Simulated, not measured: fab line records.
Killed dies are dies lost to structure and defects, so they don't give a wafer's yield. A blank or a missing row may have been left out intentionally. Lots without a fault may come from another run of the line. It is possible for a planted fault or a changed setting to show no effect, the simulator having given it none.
fab line records + flow n5_finfet
record:
- lots: 5
- wafers: 15
- last_day: 17
route steps=1938 shown BEOL_M12@1644
lots that met no fault: taken from a fault-free run of the same line
start_h: hours from the record's opening day to when the first of the lot's shown wafers began + wait_h: how many hours have passed since the lot's step before this one + " unchanged from the row above + L1.1+2: a single row standing in for several wafers + - no value present, or no start provided + * or withheld: withheld + < > ~ a bound
route shown NAME@n: names a module that has steps shown in the file, with the first one's number in the route + usual: mean and standard deviation over wafers with no fault + same: alike in all rows + chamber/n: place in a boat + sites: per-site readings + _std_site: standard deviation across them + _edge_site: outer sites' mean less inner sites' + radius_mm: for every site, how far away it sits from the centre of the wafer + mask NAME#n: copy n + behind: tool/chamber where the wafer was last shaped + hold: why the lot was held/for how many hours/how that ended + device: names the non-switching transistor (n, p or np) + end of line: at the end of the route, the tests of the same wafers + where a step has no rows: the recipe by itself + killed: at the first sort, the dies lost to defects and structure; wafer yield is something else + map: shows each die of a wafer: x if killed, . if not, _ if none is there
set.NAME: the setting that was run; set.NAME@STEP: the one run at that earlier step + model.NAME: the simulator's own value behind a step, which no gauge read
lots at some steps of the route; a table a step, a row a wafer
services: from which hour (start_h, from the record's first day; less than 0 if before it) a tool's chamber was out of use, for how many hours, and why
== steps ==
step: N5_BEOL_M12_PRECLEAN_39
recipe:
- chemistry: residue_remover
- time_s: 60
- temp_c: 40
step: N5_BEOL_M12_SRD_40
recipe:
- time_s: 30
- temp_c: 23
- rinse_liquid: diw
- dry: n2_spin
- spin_rpm: 1500
- dry_time_s: 30
step: N5_BEOL_M12_DEGAS_41
recipe:
- ambient: vacuum
- temp_c: 250
- time_s: 60
usual:
- heater_power_w: 348/44
| lot.wafer | tool           | chamber | start_h | wait_h | heater_power_w |
|-----------|----------------|---------|---------|--------|----------------|
| L843.4    | pvd_sputter-01 | -       | 255.17  | 0.3    | 314            |
| L843.5    | "              | -       | "       | "      | 320            |
| L843.6    | "              | -       | "       | "      | 380            |
| L848.2    | pvd_sputter-01 | -       | 290.00  | 0.6    | 374            |
| L848.4    | "              | -       | "       | "      | 296            |
| L848.6    | "              | -       | "       | "      | 348            |
| L859.1    | pvd_sputter-02 | -       | 352.70  | 0.2    | 351            |
| L859.3    | "              | -       | "       | "      | 357            |
| L859.5    | "              | -       | "       | "      | 305            |
| L858.3    | pvd_sputter-01 | -       | 353.01  | 0.4    | 298            |
| L858.5    | "              | -       | "       | "      | 351            |
| L858.6    | "              | -       | "       | "      | 299            |
| L861.1    | pvd_sputter-03 | -       | 366.13  | 0.7    | 464            |
| L861.3    | "              | -       | "       | "      | 293            |
| L861.5    | "              | -       | "       | "      | 347            |
step: N5_BEOL_M12_PRE_CLEAN_42
recipe:
- gas: H2/He
- time_s: 30
- temp_c: 250
step: N5_BEOL_M12_SPUTTER_43
recipe:
- material: TaN
- target_thk_a: 150
- temp_c: 50
- bias_v: 168.6
- power_w: 15000
- chamber_pressure_pa: 0.12
- time_s: 24.19
usual:
- throttle_valve_pct: 29.9/1
| lot.wafer | tool           | chamber | start_h | wait_h | throttle_valve_pct |
|-----------|----------------|---------|---------|--------|--------------------|
| L843.4    | pvd_sputter-01 | -       | 255.25  | 0.0    | 30.9               |
| L843.5    | "              | -       | "       | "      | 30.7               |
| L843.6    | "              | -       | "       | "      | 30.6               |
| L848.2    | pvd_sputter-01 | -       | 290.08  | 0.0    | 30.5               |
| L848.4    | "              | -       | "       | "      | 29.6               |
| L848.6    | "              | -       | "       | "      | 29.7               |
| L859.1    | pvd_sputter-02 | -       | 352.78  | 0.0    | 31.5               |
| L859.3    | "              | -       | "       | "      | 28.8               |
| L859.5    | "              | -       | "       | "      | 28.6               |
| L858.3    | pvd_sputter-01 | -       | 353.09  | 0.0    | 29.3               |
| L858.5    | "              | -       | "       | "      | 29.9               |
| L858.6    | "              | -       | "       | "      | 29.4               |
| L861.1    | pvd_sputter-03 | -       | 366.21  | 0.0    | 29.9               |
| L861.3    | "              | -       | "       | "      | 28.6               |
| L861.5    | "              | -       | "       | "      | 27.9               |
step: N5_BEOL_M12_SPUTTER_44
recipe:
- material: Ta
- target_thk_a: 100
- temp_c: 50
- bias_v: 80
- power_w: 15000
- chamber_pressure_pa: 0.07
- time_s: 16.13
usual:
- throttle_valve_pct: 30.0/1
| lot.wafer | tool           | chamber | start_h | wait_h | throttle_valve_pct |
|-----------|----------------|---------|---------|--------|--------------------|
| L843.4    | pvd_sputter-01 | -       | 255.33  | 0.0    | 30.8               |
| L843.5    | "              | -       | "       | "      | 30.8               |
| L843.6    | "              | -       | "       | "      | 30.9               |
| L848.2    | pvd_sputter-01 | -       | 290.16  | 0.0    | 30.4               |
| L848.4    | "              | -       | "       | "      | 29.3               |
| L848.6    | "              | -       | "       | "      | 30.0               |
| L859.1    | pvd_sputter-02 | -       | 352.86  | 0.0    | 32.0               |
| L859.3    | "              | -       | "       | "      | 28.9               |
| L859.5    | "              | -       | "       | "      | 28.7               |
| L858.3    | pvd_sputter-01 | -       | 353.17  | 0.0    | 29.2               |
| L858.5    | "              | -       | "       | "      | 29.9               |
| L858.6    | "              | -       | "       | "      | 29.4               |
| L861.1    | pvd_sputter-03 | -       | 366.29  | 0.0    | 29.9               |
| L861.3    | "              | -       | "       | "      | 28.6               |
| L861.5    | "              | -       | "       | "      | 27.7               |
step: N5_BEOL_M12_SPUTTER_45
recipe:
- material: Cu
- target_thk_a: 800
- temp_c: -20
- bias_v: 60
- power_w: 26000
- chamber_pressure_pa: 0.13
- time_s: 13.33
usual:
- throttle_valve_pct: 30.0/1
| lot.wafer | tool           | chamber | start_h | wait_h | throttle_valve_pct |
|-----------|----------------|---------|---------|--------|--------------------|
| L843.4    | pvd_sputter-01 | -       | 255.41  | 0.0    | 30.7               |
| L843.5    | "              | -       | "       | "      | 30.7               |
| L843.6    | "              | -       | "       | "      | 30.7               |
| L848.2    | pvd_sputter-01 | -       | 290.24  | 0.0    | 30.5               |
| L848.4    | "              | -       | "       | "      | 29.6               |
| L848.6    | "              | -       | "       | "      | 30.1               |
| L859.1    | pvd_sputter-02 | -       | 352.94  | 0.0    | 31.9               |
| L859.3    | "              | -       | "       | "      | 28.9               |
| L859.5    | "              | -       | "       | "      | 29.0               |
| L858.3    | pvd_sputter-01 | -       | 353.25  | 0.0    | 29.3               |
| L858.5    | "              | -       | "       | "      | 30.0               |
| L858.6    | "              | -       | "       | "      | 29.6               |
| L861.1    | pvd_sputter-03 | -       | 366.37  | 0.0    | 29.8               |
| L861.3    | "              | -       | "       | "      | 28.7               |
| L861.5    | "              | -       | "       | "      | 28.4               |
step: N5_BEOL_M12_ECD_47
recipe:
- material: Cu
- target_thk_a: 7200
step: N5_BEOL_M12_ANNEAL_48
recipe:
- temp_c: 225
- time_s: 90
- ambient: N2
step: N5_BEOL_M12_CMP_49
recipe:
- stop_on: SiOC
- t_overpolish_s: 20.6
- down_force_psi: 1
- platen_rpm: 50
- clearing_platen_down_force_psi: 1.5
- clearing_platen_rpm: 50
- post_cmp_clean: cu_alkaline
- target_thk_nm: 320
- clearing_platen_pad_velocity_m_s: 0.99484
- pad_velocity_m_s: 0.99484
usual:
- barrier_field_endpoint_s: 30.3/0.56
- clearing_platen_down_force_psi: 1.4998/0.0029
- motor_current_A: 6.0/0.74
- overpolish_run_s: 20.599/0.0094
- slurry_flow_ml_min: 149.9/0.46
| lot.wafer | tool   | chamber | start_h | wait_h | barrier_field_endpoint_s | clearing_platen_down_force_psi | motor_current_A | overpolish_run_s | slurry_flow_ml_min |
|-----------|--------|---------|---------|--------|--------------------------|--------------------------------|-----------------|------------------|--------------------|
| L843.4    | cmp-01 | 0       | 256.08  | 0.2    | 30.7                     | 1.4980                         | 7.3             | 20.581           | 149.3              |
| L843.5    | "      | 1       | "       | "      | 30.7                     | 1.5014                         | 5.3             | 20.591           | 150.4              |
| L843.6    | "      | 2       | "       | "      | 30.4                     | 1.4987                         | 6.0             | 20.610           | 149.5              |
| L848.2    | cmp-01 | 0       | 290.84  | 0.2    | 30.7                     | 1.4969                         | 7.5             | 20.585           | 150.1              |
| L848.4    | "      | 1       | "       | "      | 30.6                     | 1.4953                         | 4.8             | 20.612           | 150.2              |
| L848.6    | "      | 0       | "       | "      | 30.6                     | 1.4941                         | 7.4             | 20.605           | 149.6              |
| L859.3    | cmp-01 | 2       | 353.50  | 0.2    | 30.0                     | 1.4982                         | 7.0             | 20.609           | 149.7              |
| L859.1    | "      | 3       | "       | "      | 30.0                     | 1.5014                         | 5.1             | 20.600           | 149.9              |
| L859.5    | "      | 3       | "       | "      | 29.9                     | 1.5037                         | 5.3             | 20.598           | 149.3              |
| L858.3    | cmp-02 | 3       | 353.89  | 0.2    | 29.9                     | 1.5000                         | 6.4             | 20.591           | 149.7              |
| L858.5    | "      | 1       | "       | "      | 30.3                     | 1.5009                         | 6.9             | 20.619           | 149.8              |
| L858.6    | "      | 2       | "       | "      | 30.4                     | 1.4969                         | 5.5             | 20.603           | 149.7              |
| L861.1    | cmp-01 | 1       | 366.93  | 0.3    | 29.9                     | 1.5034                         | 5.2             | 20.605           | 149.3              |
| L861.3    | "      | 3       | "       | "      | 30.0                     | 1.5012                         | 5.3             | 20.610           | 150.4              |
| L861.5    | "      | 2       | "       | "      | 29.6                     | 1.4993                         | 6.6             | 20.598           | 149.7              |
step: N5_BEOL_M12_THK_MEAS_50
recipe:
- thk_meas_gauge: xrf
- reads: Cu_of_BEOL_M12_ECD_47
usual:
- M12_THK: 329/4.2
| lot.wafer | tool          | chamber | start_h | wait_h | M12_THK[nm] |
|-----------|---------------|---------|---------|--------|-------------|
| L843.4    | film_metro-01 | -       | 256.26  | -      | 334         |
| L843.5    | "             | -       | "       | "      | 333         |
| L843.6    | "             | -       | "       | "      | 329         |
| L848.2    | film_metro-02 | -       | 291.10  | -      | 331         |
| L848.4    | "             | -       | "       | "      | 324         |
| L848.6    | "             | -       | "       | "      | 333         |
| L859.1    | film_metro-01 | -       | 353.79  | -      | 324         |
| L859.3    | "             | -       | "       | "      | 331         |
| L859.5    | "             | -       | "       | "      | 318         |
| L858.3    | film_metro-02 | -       | 354.11  | -      | 335         |
| L858.5    | "             | -       | "       | "      | 333         |
| L858.6    | "             | -       | "       | "      | 331         |
| L861.1    | film_metro-02 | -       | 367.22  | -      | 330         |
| L861.3    | "             | -       | "       | "      | 338         |
| L861.5    | "             | -       | "       | "      | 326         |
step: N5_BEOL_M12_PRE_CLEAN_52
recipe:
- gas: NH3
- time_s: 15
- temp_c: withheld
- rf_power_w: 300
step: N5_BEOL_M12_DEP_53
recipe:
- material: SiCN
- target_thk_a: 300
- temp_c: withheld
- precursor: 3MS/NH3
- pressure_torr: 3
- rf_w: 675
- time_s: 10.5
usual:
- showerhead_plenum_p_Torr: 4.160/0.015
- throttle_valve_pct: 17.9/1.2
| lot.wafer | tool     | chamber | start_h | wait_h | showerhead_plenum_p_Torr | throttle_valve_pct | model.SiCN_of_BEOL_M12_DEP_53.thk_nm |
|-----------|----------|---------|---------|--------|--------------------------|--------------------|--------------------------------------|
| L843.4    | pecvd-03 | 2       | 256.34  | 0.0    | 4.187                    | 18.1               | 30.6                                 |
| L843.5    | "        | 0       | "       | "      | 4.151                    | 16.2               | 30.4                                 |
| L843.6    | "        | 1       | "       | "      | 4.150                    | 18.4               | 29.8                                 |
| L848.2    | pecvd-04 | 0       | 291.16  | 0.0    | 4.182                    | 17.2               | 29.6                                 |
| L848.4    | "        | 0       | "       | "      | 4.182                    | 17.0               | 30                                   |
| L848.6    | "        | 2       | "       | "      | 4.159                    | 17.0               | 10.6                                 |
| L859.1    | pecvd-02 | 1       | 353.86  | 0.0    | 4.165                    | 19.4               | 29.4                                 |
| L859.3    | "        | 2       | "       | "      | 4.143                    | 16.3               | 29.6                                 |
| L859.5    | "        | 2       | "       | "      | 4.134                    | 16.3               | 30.2                                 |
| L858.3    | pecvd-02 | 2       | 354.17  | 0.0    | 4.151                    | 16.2               | 29.4                                 |
| L858.5    | "        | 0       | "       | "      | 4.136                    | 19.1               | 30.2                                 |
| L858.6    | "        | 1       | "       | "      | 4.158                    | 19.3               | 29.4                                 |
| L861.1    | pecvd-04 | 1       | 367.28  | 0.0    | 4.171                    | 18.9               | 30.4                                 |
| L861.3    | "        | 2       | "       | "      | 4.152                    | 17.3               | 30.2                                 |
| L861.5    | "        | 2       | "       | "      | 4.152                    | 17.4               | 30.4                                 |
step: N5_BEOL_M12_RS_MEAS_54
recipe:
- thk_meas_gauge: four-point-probe
- reads: Cu_of_BEOL_M12_ECD_47+Ta_of_BEOL_M12_SPUTTER_44+TaN_of_BEOL_M12_SPUTTER_43
usual:
- M12_RS: 0.0600/0.00078
| lot.wafer | tool          | chamber | start_h | wait_h | M12_RS[ohm/sq] |
|-----------|---------------|---------|---------|--------|----------------|
| L843.4    | film_metro-01 | -       | 256.39  | 0.0    | 0.0594         |
| L843.5    | "             | -       | "       | "      | 0.0597         |
| L843.6    | "             | -       | "       | "      | 0.0602         |
| L848.2    | film_metro-02 | -       | 291.22  | 0.0    | 0.0599         |
| L848.4    | "             | -       | "       | "      | 0.0607         |
| L848.6    | "             | -       | "       | "      | 0.0595         |
| L859.1    | film_metro-01 | -       | 353.92  | 0.0    | 0.0608         |
| L859.3    | "             | -       | "       | "      | 0.0593         |
| L859.5    | "             | -       | "       | "      | 0.0616         |
| L858.3    | film_metro-01 | -       | 354.23  | 0.0    | 0.0592         |
| L858.5    | "             | -       | "       | "      | 0.0594         |
| L858.6    | "             | -       | "       | "      | 0.0599         |
| L861.1    | film_metro-01 | -       | 367.35  | 0.0    | 0.0598         |
| L861.3    | "             | -       | "       | "      | 0.0583         |
| L861.5    | "             | -       | "       | "      | 0.0605         |
== services ==
| tool           | chamber | start_h | hours | kind                           |
|----------------|---------|---------|-------|--------------------------------|
| cmp-02         | -       | 246.20  | 5.2   | pm                             |
| pecvd-02       | 2       | 252.90  | 2.1   | scheduled_down                 |
| pecvd-02       | 0       | 261.04  | 21.4  | repair                         |
| pecvd-04       | 1       | 264.91  | 2.1   | scheduled_down                 |
| pecvd-03       | -       | 286.97  | 14.6  | pm                             |
| pecvd-02       | 2       | 292.28  | 5.5   | scheduled_down                 |
| cmp-01         | -       | 292.42  | 2.4   | repair                         |
| cmp-02         | -       | 294.59  | 1.2   | repair                         |
| pecvd-04       | 0       | 295.89  | 2.1   | scheduled_down                 |
| pecvd-02       | 1       | 319.14  | 5.5   | scheduled_down                 |
| pecvd-02       | -       | 323.95  | 1.9   | repair                         |
| pecvd-04       | -       | 335.87  | 1.0   | repair                         |
| pvd_sputter-02 | -       | 346.69  | 2.1   | repair                         |
| pecvd-03       | 1       | 353.07  | 5.5   | scheduled_down                 |
| pvd_sputter-03 | -       | 357.26  | 3.2   | repair                         |
| cmp-02         | -       | 359.51  | 4.0   | pm                             |
| pecvd-04       | -       | 360.30  | 2.8   | pm                             |
| pvd_sputter-03 | -       | 361.68  | 0.8   | repair                         |
| cmp-02         | -       | 363.51  | -     | consumable_replace:conditioner |
| cmp-02         | -       | 363.51  | -     | consumable_replace:pad         |
== key ==
first_sign none at tools or gauges
model_effect:
- step: N5_BEOL_M12_DEP_53
- value: SiCN_of_BEOL_M12_DEP_53.thk_nm
- without: 30.2
- struck: 10.6
met_at N5_BEOL_M12_DEP_53
struck_wafers L848.6
fault:
- kind: process_parameter_drift
- tool: pecvd-04
- chamber: -
- onset_h: 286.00
- steps: N5_BEOL_M12_DEP_53
- channel: time_s
- offset: *
- shape: step
- end_h: 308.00
- scope: struck_wafers_only
- acts_in: *
- stated: *
